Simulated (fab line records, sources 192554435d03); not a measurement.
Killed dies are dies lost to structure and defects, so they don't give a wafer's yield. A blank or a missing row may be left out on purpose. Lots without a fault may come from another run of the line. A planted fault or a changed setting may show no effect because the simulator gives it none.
Problem report in the 8D (eight disciplines) form, filled by code | flow n5_finfet | the parts of the form that need people (team, actions taken, sign-off) are left out

1. THE PROBLEM
spin_speed_rpm at N5_HKMG_FIN_COAT_85 reads a mean of 1185.8 rpm on 6 wafers of 2 lots; wafers without a fault read 1500.0 rpm with a standard deviation of 0.9. That is -99 or more standard deviations from the usual mean.
The step: time 60 s, resist thk 300 nm.
First seen on wafer L850.1, day 7 23:27, on litho_track-03. The record holds 28 wafers of 10 lots with a number at this step. Rule for "out", or "out of limits": more than 4 standard deviations from the usual mean. The other wafers with a number count as sound.

2. WHAT IT IS AND WHAT IT IS NOT
question                    | is                     | is not
which readings at this step | spin_speed_rpm         | -
which lots                  | L850, L852             | L836, L837, L839, L845, L848, L851, L855, L857
which wafers of those lots  | all that have a number | -
read on which tools         | litho_track-03         | litho_track-02, litho_track-05
when                        | from day 7 23:27       | up to then (14 sound wafers); but 8 sound wafers of L851, L855, L857 came after

3. SUSPECTS, AND WHAT RULES EACH OUT
Counting: a tool at a process step up to the reading stays a suspect if it ran every lot that is out and no sound lot after the first of them.
- litho_track-03 at N5_HKMG_FIN_COAT_85 (time 60 s, resist thk 300 nm): kept. It ran every lot that is out, first L850 (day 7 23:27), and no sound lot after that; its last sound lot up to then is L848 (day 7 14:10). Its own readings are out on those wafers: spin_speed_rpm.
Left after counting: litho_track-03 at N5_HKMG_FIN_COAT_85.

4. THE CAUSE (what the simulator had put in)
Process parameter drift: litho_track-03, from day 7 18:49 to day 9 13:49, at N5_HKMG_FIN_COAT_85. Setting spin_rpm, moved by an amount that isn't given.
Counting left only this tool.

5. THE CHAIN OF EFFECTS, in route order
Each row: a reading whose mean over the struck wafers that have a number lies more than 3 standard deviations from the usual. Only readings for which the record gives a usual standard deviation are gone through. hours: the time from each lot's start at the first step in this table that gives one to its start at this step, as a median over the lots. sigmas: the change in usual standard deviations.
hours | step                | reading        | usual      | on struck wafers | change | sigmas
0     | N5_HKMG_FIN_COAT_85 | spin_speed_rpm | 1500.0 rpm | 1185.8           | -314.2 | -99 or more
The process steps in it:
- N5_HKMG_FIN_COAT_85: time 60 s, resist thk 300 nm.
Later measuring or inspecting steps at which every struck wafer that the step has a row for has a number for every such reading, and none has moved that far: N5_BEOL_M4_RC_MEAS_101.

6. WHAT WOULD HAVE CAUGHT IT SOONER
In this record the first reading out of limits was taken at day 7 23:27, 5 hours after the fault began at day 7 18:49.
